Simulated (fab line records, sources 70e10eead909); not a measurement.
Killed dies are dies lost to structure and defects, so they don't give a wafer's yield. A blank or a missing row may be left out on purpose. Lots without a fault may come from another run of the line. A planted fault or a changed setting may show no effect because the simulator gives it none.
A struck lot beside a sound one | flow nand_harc | 14 steps out of a route of 1302
Sound: wafers L162.1, L162.5, L162.6. Struck: wafers L159.3, L159.4, L159.6. The cause comes at the end.
At each step with rows: each side's tool, then ch and its chambers, then its first start. Under that, the readings that differ: sound wafers | struck wafers | difference of the means | sigmas: that difference in standard deviations of wafers without a fault.
alike: readings whose means differ by less than 2 such deviations, and words and numbers that are the same on both sides. not compared: withheld readings, readings that some wafer has no value for, bounds like >300 that may hide the same value, and numbers for which the record gives no deviation and whose values overlap.
The two part at a step that has a row with sigmas, a row that says differs or no value, or rows on one side only. Numbers that don't overlap but have no deviation are shown without sigmas and don't part them. A reading that every wafer of one side lacks parts them only if that side has two wafers or more.

NHARC_A_ONON_D2_INSPECT_32:
  sound on defect_inspect-02, day 21 08:14; struck on defect_inspect-02, day 20 02:13
  alike: raw_defect_count
NHARC_A_CHANNEL_HOLE_D2_DEP_00: deposits aC, target thk 3100 nm.
  sound on acl_dep-02 ch 0, day 21 09:38; struck on acl_dep-02 ch 0, day 20 02:55
  alike: throttle_valve_pct
NHARC_A_CHANNEL_HOLE_D2_DEP_01: deposits SiON, target thk 140 nm.
  sound on pecvd-01 ch 0,1, day 21 11:36; struck on pecvd-01 ch 1,2, day 20 04:15
  alike: chamber_pressure_Torr, heater_power_w
then, 9 steps without rows for these wafers: NHARC_A_CHANNEL_HOLE_D2_DEHYDRATE_02 (time 120 s); NHARC_A_CHANNEL_HOLE_D2_HMDS_03 (time 30 s); NHARC_A_CHANNEL_HOLE_D2_COAT_36 (time 75 s); NHARC_A_CHANNEL_HOLE_D2_COAT_37 (time 65 s); NHARC_A_CHANNEL_HOLE_D2_COAT_04 (resist thk 90 nm); NHARC_A_CHANNEL_HOLE_D2_SOFTBAKE_05 (time 55 s); NHARC_A_CHANNEL_HOLE_D2_EBR_06; NHARC_A_CHANNEL_HOLE_D2_EXPOSE_07 (exposes mask HOLE D2, target cd 100 nm); NHARC_A_CHANNEL_HOLE_D2_PEB_08 (peb time 65 s).
NHARC_A_CHANNEL_HOLE_D2_DEVELOP_09: develop time 35 s.
  sound on litho_track-04 ch 0, day 21 12:00; struck on litho_track-04, day 20 04:00
  no value came back on the struck wafers for chill_plate_temp_C (C), develop_time_s (s), developer_temp_C (C), exhaust_pa (Pa); on the sound wafers chill_plate_temp_C (C) reads 22.96 22.94 22.96
NHARC_A_CHANNEL_HOLE_D2_CD_MEAS_10: target cd 100 nm.
  sound on cd_sem-03 ch 0, day 21 12:17; struck on cd_sem-03 ch 0, day 20 04:57
  reading    | sound             | struck | difference                    | sigmas
  cd_nm (nm) | 100.6 101.4 100.7 | - - -  | no value on the struck wafers |

WHERE THEY PART
First at NHARC_A_CHANNEL_HOLE_D2_DEVELOP_09; last, within this record, at NHARC_A_CHANNEL_HOLE_D2_CD_MEAS_10.

WHY: what the simulator had put in
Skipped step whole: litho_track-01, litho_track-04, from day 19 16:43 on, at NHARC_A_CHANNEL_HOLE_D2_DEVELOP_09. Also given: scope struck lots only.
